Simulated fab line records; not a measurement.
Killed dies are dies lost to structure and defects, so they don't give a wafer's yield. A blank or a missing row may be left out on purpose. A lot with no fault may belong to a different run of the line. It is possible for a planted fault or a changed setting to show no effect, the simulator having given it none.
2 desks, one fault | flow n5Finfet | each desk holds nothing but its own numbers, with what lay behind them at the end

== THE METROLOGY DESK ==
Lot by lot, what the gauges showed, no matter which tool ran the lot: averages of those sampled wafers that carry a number. Any lot whose mean is over 4 standard deviations away from the usual mean is out of limits and marked OUT; that distance is given in the brackets. 7 of its 11 readings are shown, namely those furthest out on some lot.
Columns: A = DIBL_N at N5_BEOL_M4_RC_MEAS_101, usual 36.1 mV/V; B = IOFF_N at N5_BEOL_M4_RC_MEAS_101, usual 0.162 nA/um; C = IOFF_P at N5_BEOL_M4_RC_MEAS_101, usual 0.22 nA/um; D = ION_N at N5_BEOL_M4_RC_MEAS_101, usual 674 uA/um; E = ION_P at N5_BEOL_M4_RC_MEAS_101, usual 464 uA/um; F = SS_P at N5_BEOL_M4_RC_MEAS_101, usual 73.4 mV/dec; G = VT_N at N5_BEOL_M4_RC_MEAS_101, usual 249.4 mV
lot  | first seen here | A    | B     | C    | D   | E   | F    | G
L866 | day 7 12:43     | 36.8 | 0.137 | 0.19 | 659 | 453 | 73.5 | 253.3
L867 | day 7 16:12     | 36.2 | 0.169 | 0.23 | 682 | 470 | 73.5 | 247.8
L869 | day 7 23:25     | 37.2 | 0.196 | 0.26 | 682 | 469 | 74.1 | 246.4
L870 | day 8 09:33     | 36.2 | 0.184 | 0.26 | 682 | 474 | 73.9 | 245.3
L872 | day 9 02:56     | 36.9 | 0.156 | 0.24 | 666 | 465 | 73.5 | 248.7
L873 | day 9 03:37     | 37.0 | 0.166 | 0.20 | 671 | 455 | 72.9 | 248.4
L883 | day 11 13:07    | 35.4 | 0.156 | 0.22 | 674 | 465 | 73.1 | 249.0
L884 | day 12 09:57    | 36.0 | 0.147 | 0.20 | 663 | 457 | 73.0 | 251.9
L886 | day 12 12:36    | 37.9 | 0.192 | 0.24 | 684 | 469 | 73.8 | 247.6
L889 | day 13 03:42    | 35.7 | 0.156 | 0.21 | 672 | 462 | 72.9 | 250.1
Result from this desk: across the 10 lots, nothing is out of limits.

== AT THE TOOL OWNER'S DESK: lithoTrack-05 ==
The tool's own readings at N5_BEOL_M4_COAT_22 (resist thk 30 nm): means of the sampled wafers that have a number, for each lot that ran on this tool. Any lot whose mean is over 4 standard deviations away from the usual mean is out of limits and marked OUT; that distance is given in the brackets.
Columns: A = chillPlateTempC at N5_BEOL_M4_COAT_22, usual 23.00 C; B = spinSpeedRpm at N5_BEOL_M4_COAT_22, usual 1500.0 rpm
lot  | first seen here | A     | B
L866 | day 7 12:26     | 22.99 | 1500.1
L867 | day 7 15:48     | 23.01 | 1500.0
L870 | day 8 09:17     | 23.10 | 1499.7
L872 | day 9 02:40     | 23.06 | 1414.7 (-90) OUT
L873 | day 9 03:20     | 23.00 | 1413.5 (-91) OUT
L889 | day 13 03:18    | 23.02 | 1499.4
This desk finds L872, L873 out of limits, L872 being first, at day 9 02:40 (spinSpeedRpm at N5_BEOL_M4_COAT_22). In limits: L866, L867, L870, L889.

== BROUGHT TOGETHER ==
The tool owner's desk had the chance to raise an alarm at day 9 02:40 on L872, L873.
From the metrology desk's view, nothing was out of limits.
The metrology desk has L872, L873 on record, within its limits.
N5_BEOL_M4_COAT_22 was run on lithoTrack-05 by each of the lots named.

== WHAT THE SIMULATOR HAD INSERTED ==
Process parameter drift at N5_BEOL_M4_COAT_22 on lithoTrack-05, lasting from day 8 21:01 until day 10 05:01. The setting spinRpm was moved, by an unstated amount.
Lots struck among those shown: L872, L873.
Time in hours from fault onset to the first out-of-limits reading at each desk: the tool owner's desk, 6.
